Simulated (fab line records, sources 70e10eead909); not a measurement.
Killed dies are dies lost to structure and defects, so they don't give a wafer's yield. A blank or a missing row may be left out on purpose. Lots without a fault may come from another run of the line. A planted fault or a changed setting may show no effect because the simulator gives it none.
Problem report in the 8D (eight disciplines) form, filled by code | flow nand_harc | the parts of the form that need people (team, actions taken, sign-off) are left out

1. THE PROBLEM
killed_dies at NHARC_END_SORT_01 reads a mean of 92 on 6 wafers of 2 lots; wafers without a fault read 31 with a standard deviation of 9.7. That is +6.3 standard deviations from the usual mean.
First seen on wafer L749.2, day 22 00:55, on prober-01. The record holds 6 wafers of 2 lots with a number at this step. Rule for "out", or "out of limits": more than 4 standard deviations from the usual mean. The other wafers with a number count as sound.

2. WHAT IT IS AND WHAT IT IS NOT
question                    | is                           | is not
which readings at this step | killed_dies, killed_at_array | killed_at_other, killed_at_periphery, killed_open, killed_short
which lots                  | L749, L750                   | -
which wafers of those lots  | all that have a number       | -
read on which gauges        | prober-01                    | -
when                        | from day 22 00:55            | up to then (0 sound wafers)

3. SUSPECTS, AND WHAT RULES EACH OUT
Counting: a tool at a process step up to the reading stays a suspect if it ran every lot that is out and no sound lot after the first of them.
- the gauge at NHARC_END_SORT_01: kept. All the wafers that are out were read on prober-01, and no step on other tools shows them out.
- har_cap_etch-01 at NHARC_A_CONTACT_ETCH_117 (etches the open film in C4F8/O2/Ar, time 94 s, target depth 922 nm): kept. It ran every lot that is out, first L749 (day 19 07:37), and no sound lot after that.
Left after counting: har_cap_etch-01 at NHARC_A_CONTACT_ETCH_117, prober-01 at NHARC_END_SORT_01.

4. THE CAUSE (what the simulator had put in)
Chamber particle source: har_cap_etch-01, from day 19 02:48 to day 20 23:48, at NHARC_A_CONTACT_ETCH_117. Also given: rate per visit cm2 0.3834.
Counting left 2 suspects, and this tool is among them.

5. THE CHAIN OF EFFECTS, in route order
Each row: a reading whose mean over the struck wafers that have a number lies more than 3 standard deviations from the usual. Only readings for which the record gives a usual standard deviation are gone through. hours: the time from each lot's start at the first step in this table that gives one to its start at this step, as a median over the lots. sigmas: the change in usual standard deviations.
hours | step              | reading         | usual | on struck wafers | change | sigmas
0     | NHARC_END_SORT_01 | killed_at_array | 26    | 86               | +60    | +6.1
0     | NHARC_END_SORT_01 | killed_dies     | 31    | 92               | +61    | +6.3

6. WHAT WOULD HAVE CAUGHT IT SOONER
In this record the first reading out of limits at a measuring or inspecting step was taken at day 22 00:55, 70 hours after the fault began at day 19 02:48.
All the lots that are out (2) had begun NHARC_A_CONTACT_ETCH_117 on har_cap_etch-01 by day 22 00:55. A hold on the tool at that time would have spared none of them.
